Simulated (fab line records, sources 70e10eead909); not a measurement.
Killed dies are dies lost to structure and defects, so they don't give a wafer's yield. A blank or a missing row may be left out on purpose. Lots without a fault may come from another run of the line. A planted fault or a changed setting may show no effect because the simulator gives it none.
A struck lot beside a sound one | flow nand_harc | 36 steps out of a route of 1302
Sound: wafers L771.1, L771.5, L771.6. Struck: wafers L782.2, L782.4, L782.5. The cause comes at the end.
At each step with rows: each side's tool, then ch and its chambers, then its first start. Under that, the readings that differ: sound wafers | struck wafers | difference of the means | sigmas: that difference in standard deviations of wafers without a fault.
alike: readings whose means differ by less than 2 such deviations, and words and numbers that are the same on both sides. not compared: withheld readings, readings that some wafer has no value for, bounds like >300 that may hide the same value, and numbers for which the record gives no deviation and whose values overlap.
The two part at a step that has a row with sigmas, a row that says differs or no value, or rows on one side only. Numbers that don't overlap but have no deviation are shown without sigmas and don't part them. A reading that every wafer of one side lacks parts them only if that side has two wafers or more.

first, 11 steps without rows for these wafers: NHARC_A_STAIRCASE_STRIP_317 (strips in SPM, time 900 s); NHARC_A_STAIRCASE_PRECLEAN_318 (cleans in SC1); NHARC_A_STAIRCASE_SRD_329; NHARC_A_STAIRCASE_ALD_415 (deposits SiO2, target thk 30 nm, pulse time 6 s, ald cycles 300); NHARC_A_STAIRCASE_ETCHBACK_416 (etches the open film in C4F8/O2/Ar, target depth 36 nm, time 7.2 s); NHARC_A_STAIRCASE_STRIP_476 (strips in O2, time 20 s); NHARC_A_STAIRCASE_DEP_417 (deposits Si3N4, target thk 60 nm); NHARC_A_STAIRCASE_WET_418 (chemistry H3PO4, target depth 20 nm); NHARC_A_STAIRCASE_PRECLEAN_419 (cleans in SC1); NHARC_A_STAIRCASE_SRD_421; NHARC_A_STAIRCASE_ALD_420 (deposits SiO2, target thk 20 nm, pulse time 6 s, ald cycles 200).
NHARC_A_STAIRCASE_CVD_552: deposits SiNx, target thk 40 nm.
  sound on lpcvd-01 ch 0, day 19 21:10; struck on lpcvd-01 ch 0, day 24 04:26
  alike: zone_power_bottom_pct, zone_power_centre_pct
NHARC_A_STAIRCASE_DEP_151: deposits SiO2, target thk 7200 nm.
  sound on pecvd-02 ch 0,1,2, day 20 00:53; struck on pecvd-04 ch 0,1, day 24 08:08
  alike: heater_power_w
then, 3 steps without rows for these wafers: NHARC_A_STAIRCASE_ANNEAL_320 (time 1800 s); NHARC_A_STAIRCASE_DEP_322 (deposits SiO2, target thk 7200 nm); NHARC_A_STAIRCASE_ANNEAL_323 (time 1800 s).
NHARC_A_STAIRCASE_DEP_325: deposits SiO2, target thk 7200 nm.
  sound on pecvd-03 ch 0,1,2, day 20 21:47; struck on pecvd-04 ch 1,2, day 24 19:58
  alike: heater_power_w
then, 10 steps without rows for these wafers: NHARC_A_STAIRCASE_ANNEAL_326 (time 1800 s); NHARC_A_STAIRCASE_DEHYDRATE_433 (time 120 s); NHARC_A_STAIRCASE_HMDS_434 (time 30 s); NHARC_A_STAIRCASE_COAT_435; NHARC_A_STAIRCASE_SOFTBAKE_436 (time 170 s); NHARC_A_STAIRCASE_EBR_437; NHARC_A_STAIRCASE_EXPOSE_438 (exposes mask STAIR REV); NHARC_A_STAIRCASE_PEB_439 (peb time 130 s); NHARC_A_STAIRCASE_DEVELOP_440 (time 140 s); NHARC_A_STAIRCASE_HARDBAKE_442 (time 140 s).
NHARC_A_STAIRCASE_DESCUM_443: chemistry O2, time 3 s.
  sound on rie_diel-05 ch 0,1,3, day 21 12:11; struck on rie_diel-10 ch 0,1, day 25 03:58
  alike: drypump_motor_current_A, o2_flow_sccm, oes_product_au, rf_vpp_V, showerhead_plenum_p_Torr, throttle_valve_pct
  not compared: rf_hours_counter_h
then, 5 steps without rows for these wafers: NHARC_A_STAIRCASE_ETCH_444 (etches the open film in C4F8/O2, target depth 20400 nm, time 6800 s); NHARC_A_STAIRCASE_STRIP_446 (strips in O2); NHARC_A_STAIRCASE_STRIP_447 (strips in SPM, time 900 s); NHARC_A_STAIRCASE_PRECLEAN_448 (cleans in SC1); NHARC_A_STAIRCASE_SRD_449.
NHARC_A_STAIRCASE_CMP_450: polishes SiO2, target thk 200 nm.
  sound on cmp-02 ch 1,2,3, day 21 17:26; struck on cmp-03 ch 0,1,2, day 25 09:25
  alike: motor_current_A
NHARC_A_STAIRCASE_CMP_152: polishes.
  sound on cmp-02 ch 1,2,3, day 21 17:31; struck on cmp-03 ch 0,1,2, day 25 09:29
  alike: motor_current_A
-- the record jumps here: 5 days lie between the struck wafers' starts before and after (it left off in module A_STAIRCASE and takes up again in module END, whose first step shown is number 1302 of the route) --
NHARC_END_SORT_01:
  the record has rows for the struck wafers here (prober-01 ch 0, day 30 20:08) and none for the sound ones

WHERE THEY PART
Only at NHARC_END_SORT_01, within this record.

WHY: what the simulator had put in
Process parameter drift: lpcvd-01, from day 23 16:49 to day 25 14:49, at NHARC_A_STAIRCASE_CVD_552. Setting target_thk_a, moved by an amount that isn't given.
